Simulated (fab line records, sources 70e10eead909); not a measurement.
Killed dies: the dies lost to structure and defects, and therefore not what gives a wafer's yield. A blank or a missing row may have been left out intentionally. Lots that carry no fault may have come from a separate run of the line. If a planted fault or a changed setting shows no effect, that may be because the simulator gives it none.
fab line records | flow nandHarc
[record] lots = 5 wafers = 15 lastDay = 34
route steps=1302 shown A_CHANNEL_HOLE_D1@480 A_CHANNEL_FILL_D1@490 END@1302
lots untouched by any fault: they come from a run of this same line in which no faults occurred
startH: hours from the record's first day to the start of the lot's first wafer shown | waitH: hours elapsed since this lot's preceding step | " same as the row above | L1.1+2: a row that stands for several wafers | - value missing, or start not given | * or withheld: withheld | < > ~ a bound
route shown NAME@n: names a module that has steps shown in the file, with the first one's number in the route | usual: the fault-free wafers' mean and standard deviation | same: alike in all rows | chamber/n: place in a boat | sites: each site's reading | _std_site: how widely they spread, as a standard deviation | _edge_site: inner sites' mean taken away from outer sites' mean | radiusMm: how far each site lies from the wafer's centre | mask NAME#n: copy n | behind: tool/chamber where the wafer was last shaped | hold: why the lot was held/for how many hours/how that ended | device: names the non-switching transistor (n, p or np) | end of line: tests run on the same wafers once the route is complete | step lacking rows: just its recipe | killed: the dies lost at the first sort to structure and to defects; this is not the yield of the wafer | map: dies across one wafer; x = killed, . = not, _ = none there
set.NAME: setting as actually run; set.NAME@STEP: the setting as run at that earlier step | model.NAME: the simulator's own value behind a step, which no gauge read
lots seen at some steps along the route; tables by step, rows by wafer
services: the hour from which a tool's chamber was out of use, counted from the record's first day as startH (under 0 if before that day), plus the number of hours and why
[[steps]]
[step NHARC_A_CHANNEL_HOLE_D1_STRIP_41]
[recipe] n2FlowSccm = 150 h2FlowSccm = 150 arFlowSccm = 0 biasW = 0 chemistry = N2/H2
[step NHARC_A_CHANNEL_HOLE_D1_STRIP_42]
[recipe] cf4FlowSccm = 100 chf3FlowSccm = 30 arFlowSccm = 0 biasW = 0 chemistry = CF4/CHF3
[step NHARC_A_CHANNEL_HOLE_D1_STRIP_43]
[recipe] o2FlowSccm = 400 cosFlowSccm = 20 arFlowSccm = 0 biasW = 0 chemistry = O2/COS
[step NHARC_A_CHANNEL_HOLE_D1_ETCH_44]
[recipe] targetDepthA = 1400 overetchA = 140 timeS = 77 ionEnergyEv = 100 cf4FlowSccm = 80 o2FlowSccm = 20 arFlowSccm = 0 rfW = 300 biasW = 100 chemistry = CF4/O2
[usual] biasW = 100.0/0.31 drypumpMotorCurrentA = 5.79/0.27 mfcArSccm = 0.010/0.012 oesProductAu = 0.997/0.0083 rfVppV = 197.8/1.1 showerheadPlenumPTorr = 1.33/0.042 throttleValvePct = 13.398/0.0094
[same] timeS = 77
// columns lot.wafer tool chamber startH waitH biasW drypumpMotorCurrentA mfcArSccm oesProductAu rfHoursCounterH rfVppV showerheadPlenumPTorr throttleValvePct
L439.3 rieDiel-13 1 207.42 0.1 100.3 5.61 0 1.000 4 197.5 1.29 13.402
L439.4 " 1 " " 100.3 5.61 0 1.013 - 197.4 1.29 13.404
L439.5 " 2 " " 99.6 5.78 0.010 1.000 - 199.6 1.38 13.412
L441.4 rieDiel-02 1 215.24 0.1 99.6 5.91 0.006 0.986 47 196.8 1.30 13.393
L441.2 " 3 " " 100.1 6.15 0.010 1.009 57 197.6 1.34 13.394
L441.6 " 0 " " 99.7 5.56 0 1.003 - 196.8 1.38 13.403
L458.1 rieDiel-13 0 396.39 0.1 100.4 5.93 0 0.991 3 198.5 1.37 13.383
L458.3 " 2 " " 99.8 5.78 0.010 0.993 3 199.5 1.38 13.397
L458.2 " 3 " " 100.0 5.68 0.034 0.992 3 195.9 1.32 13.390
L459.3 rieDiel-13 3 404.71 0.1 100.2 5.67 0.034 0.991 4 197.9 1.32 13.397
L459.1 " 0 " " 99.6 5.99 0 1.001 4 198.7 1.37 13.393
L459.6 " 2 " " 100.4 5.79 0.010 0.994 - 198.7 1.38 13.400
L460.4 rieDiel-13 0 420.58 0.1 99.8 6.00 0 0.995 6 198.2 1.37 13.409
L460.3 " 1 " " 99.6 5.61 0 0.984 5 196.6 1.28 13.381
L460.6 " 3 " " 100.1 5.67 0.034 0.987 - 197.2 1.32 13.409
[step NHARC_A_CHANNEL_HOLE_D1_STRIP_27]
[recipe] o2FlowSccm = 500 arFlowSccm = 0 biasW = 0 chemistry = O2
[usual] drypumpMotorCurrentA = 5.82/0.29 mfcArSccm = 0.010/0.013 oesProductAu = 0.998/0.0086 rfVppV = 57.7/0.86 showerheadPlenumPTorr = 3.52/0.11 throttleValvePct = 17.037/0.0097
[same] biasW = 0
// columns lot.wafer tool chamber startH waitH drypumpMotorCurrentA mfcArSccm oesProductAu rfHoursCounterH rfVppV showerheadPlenumPTorr throttleValvePct
L439.3 rieDiel-13 2 - - 5.80 0.010 0.999 4 57.4 3.64 17.052
L439.5 " 2 " " 5.81 0.010 0.995 - 57.1 3.64 17.044
L439.4 " 1 " " 5.61 0 1.000 - 58.5 3.41 17.018
L441.2 rieDiel-02 3 - - 6.14 0.010 1.010 57 57.8 3.54 17.032
L441.4 " 1 " " 5.97 0.006 1.004 47 57.0 3.44 17.040
L441.6 " 3 " " 6.15 0.010 1.010 - 58.7 3.54 17.022
L458.2 rieDiel-13 3 - - 5.66 0.034 0.991 3 58.6 3.49 17.043
L458.3 " 0 " " 6.03 0 0.995 3 57.8 3.62 17.052
L458.1 " 1 " " 5.64 0 0.982 3 57.7 3.40 17.060
L459.3 rieDiel-13 0 - - 5.99 0 0.987 4 58.6 3.62 17.029
L459.1 " 2 " " 5.76 0.010 0.986 4 58.5 3.63 17.040
L459.6 " 3 " " 5.67 0.034 0.988 - 56.5 3.49 17.042
L460.3 rieDiel-13 3 - - 5.66 0.034 0.980 6 57.9 3.48 17.029
L460.4 " 1 " " 5.61 0 0.998 5 57.8 3.40 17.030
L460.6 " 2 " " 5.83 0.010 0.998 - 58.3 3.63 17.034
[step NHARC_A_CHANNEL_HOLE_D1_PRECLEAN_28]
[recipe] timeS = * tempC = 50 bathAgeMin = 0 chemistry = SC1
[step NHARC_A_CHANNEL_HOLE_D1_SRD_29]
[step NHARC_A_CHANNEL_HOLE_D1_CD_MEAS_30]
[usual] cdNm = 90.7/1.3
// columns lot.wafer tool chamber startH waitH cdNm
L439.3 cdSem-01 - 208.34 - 91.6
L439.4 " - " " 90.7
L439.5 " - " " 93.0
L441.2 cdSem-03 - 216.03 - 89.0
L441.4 " - " " 89.2
L441.6 " - " " 89.4
L458.1 cdSem-01 - 397.23 0.1 93.2
L458.2 " - " " 89.7
L458.3 " - " " 92.4
L459.1 cdSem-02 - 405.49 - 90.5
L459.3 " - " " 89.1
L459.6 " - " " 90.0
L460.3 cdSem-03 - 421.37 - 90.3
L460.4 " - " " 91.6
L460.6 " - " " 88.9
[step NHARC_A_CHANNEL_HOLE_D1_XSEM_31]
[recipe] landingEnergyEv = 35000
[usual] botCdNm = 75.0/1.4 bowNm = 8.60/0.22 tiltDeg = 0.08/0.044
// columns lot.wafer tool chamber startH waitH botCdNm bowNm tiltDeg
L439.3 xsem-02 0 208.43 0.1 74.6 9.15 0.02
L439.4 " 0 " " 74.6 9.09 0.02
L439.5 " 0 " " 76.5 9.03 0.02
L441.2 xsem-01 0 216.11 0.1 73.7 8.78 0.10
L441.4 " 0 " " 74.1 8.66 0.10
L441.6 " 0 " " 75.0 8.63 0.10
L458.1 xsem-02 0 397.32 0.1 77.4 8.40 0.09
L458.2 " 0 " " 74.3 8.38 0.09
L458.3 " 0 " " 77.3 8.46 0.09
L459.1 xsem-02 0 405.59 0.1 74.5 8.86 0.13
L459.3 " 0 " " 73.4 8.82 0.13
L459.6 " 0 " " 74.2 8.88 0.13
L460.3 xsem-02 0 421.47 0.1 74.7 8.73 -0.02
L460.4 " 0 " " 76.1 8.71 -0.02
L460.6 " 0 " " 73.0 8.70 -0.01
[step NHARC_A_CHANNEL_HOLE_D1_INSPECT_40]
[usual] rawDefectCount = 81/29
// columns lot.wafer tool chamber startH waitH rawDefectCount
L439.3 defectInspect-02 - 208.52 - 35
L439.4 " - " " 41
L439.5 " - " " 36
L441.2 defectInspect-01 - 216.21 - 127
L441.4 " - " " 118
L441.6 " - " " 112
L458.1 defectInspect-01 - 397.42 - 42
L458.2 " - " " 49
L458.3 " - " " 63
L459.1 defectInspect-02 - 405.68 - 95
L459.3 " - " " 60
L459.6 " - " " 61
L460.3 defectInspect-02 - 421.56 - 61
L460.4 " - " " 89
L460.6 " - " " 69
[step NHARC_A_CHANNEL_FILL_D1_PRECLEAN_00]
[recipe] timeS = * tempC = 50 bathAgeMin = 0 chemistry = SC1
[step NHARC_A_CHANNEL_FILL_D1_SRD_01]
[step NHARC_A_CHANNEL_FILL_D1_ALD_02]
[recipe] targetThkA = 60 pulseTimeS = 10 aldCycles = 60 tempC = 300 material = SiO2
[usual] aldCycles = 60/0 heaterPowerW = 468/60 precursorPulseHeightRel = 0.997/0.019 susceptorTempC = 300.01/0.2
// columns lot.wafer tool chamber startH waitH aldCycles heaterPowerW precursorPulseHeightRel susceptorTempC
L439.4 aldHk-04 3 208.72 - 60 517 0.977 299.66
L439.3 " 2 " " 60 390 0.956 300.09
L439.5 " 3 " " 60 511 0.984 299.80
L441.4 aldHk-04 3 216.53 - 60 512 0.993 300.25
L441.2 " 1 " " 60 439 1.016 300.14
L441.6 " 3 " " 60 525 0.980 300.35
L458.1 aldHk-04 3 397.61 - 60 532 0.995 300.21
L458.2 " 1 " " 60 425 1.041 299.90
L458.3 " 2 " " 65 378 1.035 300.05
L459.3 aldHk-01 1 405.95 - 60 536 1.022 300.19
L459.1 " 3 " " 60 419 1.008 299.63
L459.6 " 1 " " 60 531 0.966 300.07
L460.3 aldHk-01 2 421.83 - 60 454 0.992 299.83
L460.4 " 0 " " 60 457 0.999 300.36
L460.6 " 2 " " 60 446 1.000 299.78
[step NHARC_A_CHANNEL_FILL_D1_ALD_03]
[recipe] targetThkA = 60 pulseTimeS = 60 aldCycles = 58 tempC = 630 pressureTorr = 2 material = SiNx
[usual] aldCycles = 58/0 precursorPulseHeightRel = 0.999/0.022 susceptorTempC = 630.06/0.25
// columns lot.wafer tool chamber startH waitH aldCycles precursorPulseHeightRel susceptorTempC
L439.3 aldSinBatch-01 0 - - 58 1.020 -
L439.4 " 0 " " 58 1.020 -
L439.5 " 0 " " 58 1.051 -
L441.2 aldSinBatch-02 0 - - 58 1.007 630.04
L441.4 " 0 " " 58 0.955 629.91
L441.6 " 0 " " 58 1.008 629.89
L458.1 aldSinBatch-01 0 - - 58 1.022 -
L458.2 " 0 " " 58 0.990 -
L458.3 " 0 " " 58 0.976 -
L459.1 aldSinBatch-02 0 - - 58 1.012 -
L459.3 " 0 " " 58 0.975 -
L459.6 " 0 " " 58 0.999 -
L460.3 aldSinBatch-02 0 - - 58 0.996 629.42
L460.4 " 0 " " 58 0.994 629.55
L460.6 " 0 " " 58 0.978 630.38
[step NHARC_END_SORT_01]
[recipe] tempC = 25
[usual] killedAtArray = 51/17 killedAtOther = 1.0/1.2 killedAtPeriphery = 3.4/2.5 killedDies = 56/17 killedOpen = 3.3/2.1 killedShort = 2.6/1.6
[same] grossDies = 677
// columns lot.wafer tool chamber startH waitH killedAtArray killedAtOther killedAtPeriphery killedDies killedOpen killedShort
L441.2 prober-02 0 599.58 2.8 52 3 3 58 1 1
L441.4 prober-02 0 601.21 3.4 58 0 4 62 5 5
L441.6 prober-02 0 602.84 4.1 57 0 6 63 2 3
L439.3 prober-01 0 600.46 3.1 55 4 5 64 4 1
L439.4 prober-01 0 601.25 3.4 49 2 2 53 2 0
L439.5 prober-01 0 602.05 3.7 43 3 3 49 6 5
L459.1 prober-02 0 772.29 2.5 61 0 0 61 4 4
L459.3 prober-02 0 773.88 3.1 54 0 1 55 5 6
L459.6 prober-02 0 776.28 4.0 30 0 1 31 2 2
L458.1 prober-01 0 777.01 2.5 57 3 3 63 4 1
L458.2 prober-01 0 777.80 2.8 53 3 0 56 1 4
L458.3 prober-01 0 778.59 3.1 61 4 4 69 1 3
L460.3 prober-01 0 812.83 3.1 65 0 6 71 3 2
L460.4 prober-01 0 813.62 3.4 66 2 8 76 3 6
L460.6 prober-01 0 815.20 3.9 78 0 6 84 8 4
// killed by level:class
L441.2 A_CHANNEL_HOLE_D1:chamberFilmFlake=27 A_CHANNEL_HOLE_D2:chamberFilmFlake=9 A_CONTACT:chamberFilmFlake=6 A_STAIRCASE:chamberFilmFlake=5 THIN_TSV:chamberFilmFlake=3 P_CONTACT:chamberFilmFlake=2 A_ONON_D1:geometricParticle:open=1 A_CHANNEL_HOLE_D1:geometricParticle:short=1
L439.3 A_SLIT:chamberFilmFlake=27 A_STAIRCASE:chamberFilmFlake=14 A_CONTACT:chamberFilmFlake=5 A_CHANNEL_HOLE_D2:chamberFilmFlake=3 P_CONTACT:chamberFilmFlake=3 THIN_TSV:chamberFilmFlake=3 A_CHANNEL_HOLE_D1:chamberFilmFlake=2 A_ONON_D1:geometricParticle:open=1
L441.4 A_CHANNEL_HOLE_D1:chamberFilmFlake=34 A_CHANNEL_HOLE_D2:chamberFilmFlake=8 A_STAIRCASE:chamberFilmFlake=4 A_CHANNEL_FILL_D2:geometricParticle:short=2 A_CONTACT:chamberFilmFlake=2 P_CONTACT:geometricParticle:open=1 P_M2:geometricParticle:short=1 P_M2:geometricParticle:open=1
L439.4 A_SLIT:chamberFilmFlake=19 A_STAIRCASE:chamberFilmFlake=13 A_CHANNEL_HOLE_D2:chamberFilmFlake=8 A_CONTACT:chamberFilmFlake=6 A_WL_FILL:chamberFilmFlake=2 P_M0:geometricParticle:open=1 STARTING-WAFER:geometricParticle:open=1 P_ZERO_WELL:chamberFilmFlake=1
L439.5 A_SLIT:chamberFilmFlake=18 A_STAIRCASE:chamberFilmFlake=12 P_CONTACT:geometricParticle:open=2 A_CHANNEL_FILL_D1:geometricParticle:short=2 A_ONON_D2:geometricParticle:short=2 THIN_TSV:chamberFilmFlake=2 A_ONON_D2:geometricParticle:open=1 A_CHANNEL_FILL_D2:geometricParticle:open=1
L441.6 A_CHANNEL_HOLE_D1:chamberFilmFlake=31 A_CHANNEL_HOLE_D2:chamberFilmFlake=9 A_STAIRCASE:chamberFilmFlake=5 P_STI:chamberFilmFlake=3 A_CONTACT:chamberFilmFlake=2 A_SLIT:chamberFilmFlake=2 A_CHANNEL_FILL_D2:chamberFilmFlake=2 P_M0:geometricParticle:short=1
L459.1 A_CHANNEL_HOLE_D1:chamberFilmFlake=20 A_CONTACT:chamberFilmFlake=16 A_SLIT:chamberFilmFlake=11 A_CHANNEL_HOLE_D2:chamberFilmFlake=3 A_ONON_D1:geometricParticle:open=1 A_ONON_D1:geometricParticle:short=1 A_CHANNEL_HOLE_D1:geometricParticle:short=1 A_CHANNEL_FILL_D1:geometricParticle:open=1
L459.3 A_CHANNEL_HOLE_D1:chamberFilmFlake=17 A_SLIT:chamberFilmFlake=14 A_CONTACT:chamberFilmFlake=11 A_ONON_D2:geometricParticle:short=2 P_M0:geometricParticle:short=1 A_ONON_D1:geometricParticle:short=1 A_CHANNEL_FILL_D1:geometricParticle:short=1 A_DECK1_JOINT:geometricParticle:open=1
L459.6 A_CHANNEL_HOLE_D1:chamberFilmFlake=17 A_CONTACT:chamberFilmFlake=5 A_SLIT:chamberFilmFlake=2 P_M0:geometricParticle:open=1 A_CHANNEL_FILL_D1:geometricParticle:short=1 A_CHANNEL_FILL_D2:geometricParticle:short=1 A_SGD_CUT:geometricParticle:open=1 A_CHANNEL_FILL_D2:chamberFilmFlake=1
L458.1 A_CHANNEL_HOLE_D1:chamberFilmFlake=19 A_CHANNEL_HOLE_D2:chamberFilmFlake=17 A_CONTACT:chamberFilmFlake=8 A_SLIT:chamberFilmFlake=3 THIN_TSV:chamberFilmFlake=3 P_CONTACT:chamberFilmFlake=2 A_SGD_CUT:chamberFilmFlake=2 A_BONDPAD:chamberFilmFlake=2
L458.2 A_CHANNEL_HOLE_D2:chamberFilmFlake=19 A_CHANNEL_HOLE_D1:chamberFilmFlake=12 A_STAIRCASE:chamberFilmFlake=5 A_SLIT:chamberFilmFlake=4 A_CONTACT:chamberFilmFlake=4 THIN_TSV:chamberFilmFlake=3 A_ONON_D2:geometricParticle:short=2 A_M0:geometricParticle:short=2
L458.3 A_CHANNEL_HOLE_D2:chamberFilmFlake=20 A_CHANNEL_HOLE_D1:chamberFilmFlake=16 A_SLIT:chamberFilmFlake=9 THIN_TSV:chamberFilmFlake=4 P_CONTACT:chamberFilmFlake=3 A_STAIRCASE:chamberFilmFlake=3 A_SGD_CUT:chamberFilmFlake=3 A_CONTACT:chamberFilmFlake=3
L460.3 A_SLIT:chamberFilmFlake=29 A_CHANNEL_HOLE_D1:chamberFilmFlake=13 A_STAIRCASE:chamberFilmFlake=10 A_CONTACT:chamberFilmFlake=9 P_GATE:chamberFilmFlake=3 P_CONTACT:geometricParticle:open=1 P_M0:geometricParticle:open=1 A_ONON_D1:geometricParticle:short=1
L460.4 A_SLIT:chamberFilmFlake=24 A_CHANNEL_HOLE_D1:chamberFilmFlake=13 A_STAIRCASE:chamberFilmFlake=10 A_CONTACT:chamberFilmFlake=8 P_GATE:chamberFilmFlake=4 P_M0:geometricParticle:open=2 A_ONON_D1:geometricParticle:short=2 A_CHANNEL_FILL_D1:chamberFilmFlake=2
L460.6 A_SLIT:chamberFilmFlake=25 A_CHANNEL_HOLE_D1:chamberFilmFlake=17 A_CONTACT:chamberFilmFlake=14 A_STAIRCASE:chamberFilmFlake=7 A_M1:geometricParticle:open=4 A_WL_FILL:geometricParticle:short=2 P_GATE:chamberFilmFlake=2 A_DECK1_JOINT:chamberFilmFlake=2
[[services]]
// columns tool chamber startH hours kind
rieDiel-13 0 198.50 - clean
rieDiel-13 1 198.50 - clean
rieDiel-13 2 198.50 - clean
rieDiel-13 3 198.50 - clean
rieDiel-13 0 204.94 32.9 repair
rieDiel-02 - 217.30 9.0 pm
rieDiel-13 1 223.00 - clean
rieDiel-13 2 223.00 - clean
rieDiel-13 3 223.00 - clean
rieDiel-02 - 233.59 0.1 repair
rieDiel-13 0 247.50 - clean
rieDiel-13 1 247.50 - clean
rieDiel-02 - 260.06 1.2 repair
aldSinBatch-02 - 266.00 26.0 pm
rieDiel-13 1 280.76 4.2 repair
aldHk-01 - 300.52 10.0 pm
rieDiel-13 - 314.57 3.4 repair
rieDiel-13 1 318.52 8.0 repair
rieDiel-13 - 342.00 9.0 pm
xsem-02 - 370.58 3.3 repair
xsem-01 - 374.00 14.0 pm
aldHk-01 - 390.97 0.4 repair
rieDiel-02 - 394.44 9.0 pm
rieDiel-02 3 413.34 12.9 repair
[[key]]
[firstSign] step = NHARC_A_CHANNEL_FILL_D1_ALD_02 reading = aldCycles direction = up sigmas = 99+ usual = 60 struck = 65
effect none on later readings
metAt NHARC_A_CHANNEL_FILL_D1_ALD_02
struckWafers L458.3
testerLeftOut L458
onsetBetween 216.53 397.61
[fault] kind = processParameterDrift tool = aldHk-04 chamber = - onsetH = 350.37 steps = NHARC_A_CHANNEL_FILL_D1_ALD_02 channel = aldCycles offset = 5 shape = step endH = 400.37 scope = struckWafersOnly actsIn = theseRecipesOnly stated = 60
// testerLeftOut: of these lots the tester's yield and bins aren't shown, on N5 and GAA mostly nor the transistor test; their killed dies are dies lost to structure and defects alone, not to doping, threshold or leakage, so they don't give the yield
